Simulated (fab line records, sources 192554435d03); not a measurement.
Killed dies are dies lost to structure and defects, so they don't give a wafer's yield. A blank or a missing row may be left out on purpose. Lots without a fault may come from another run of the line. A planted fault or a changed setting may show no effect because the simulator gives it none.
Chamber matching | flow n5_finfet | N5_BEOL_M0_SAQP_STRIP_108 on rie_diel-04: 4 sister chambers
The step strips in N2/H2. 8 wafers are shown with their chamber, then 9 later ones without.

WAFERS WITH THEIR CHAMBER
wafer  | chamber | showerhead_plenum_p_Torr (Torr) | drypump_motor_current_A (A)
L080.2 | 2       | 3.48                            | 5.8
L088.1 | 3       | 3.31                            | 5.9
L090.2 | 0       | 3.20                            | 4.7
L090.5 | 0       | 3.20                            | 4.7
L090.6 | 3       | 3.31                            | 5.9
L091.1 | 2       | 3.47                            | 5.7
L091.2 | 1       | 3.30                            | 6.1
L091.6 | 1       | 3.30                            | 6.1

WAFERS WITHOUT THEIR CHAMBER
wafer  | showerhead_plenum_p_Torr (Torr) | drypump_motor_current_A (A)
L094.1 | 3.47                            | 5.8
L094.2 | 3.31                            | 6.0
L094.3 | 3.29                            | 6.0
L096.2 | 3.31                            | 5.9
L096.4 | 3.19                            | 4.7
L096.5 | 3.31                            | 5.9
L097.1 | 3.29                            | 6.1
L097.3 | 3.31                            | 5.9
L097.5 | 3.29                            | 6.1

WHICH CHAMBER EACH WENT THROUGH
wafer  | from the rows above     | in truth
L094.1 | 2                       | 2
L094.2 | can't be placed: 3 or 1 | 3
L094.3 | 1                       | 1
L096.2 | 3                       | 3
L096.4 | 0                       | 0
L096.5 | 3                       | 3
L097.1 | 1                       | 1
L097.3 | 3                       | 3
L097.5 | 1                       | 1
Placed correctly: 8 of 9. Can't be placed from these rows: 1 (the true chamber is among the candidates in 1). Placed wrongly: 0.
How it was worked out, from the rows above alone: a wafer's distance from a chamber is the root of the sum, over the readings, of the square of ((its reading less the chamber's mean) divided by the reading's scatter). The wafer belongs to the nearest chamber; if the next one is less than 2 further off, it can't be placed. A chamber's mean is the mean of its shown wafers. The scatter: the root of (the sum of the squares of (reading less its chamber's mean) over the shown wafers, divided by (wafers less chambers)).
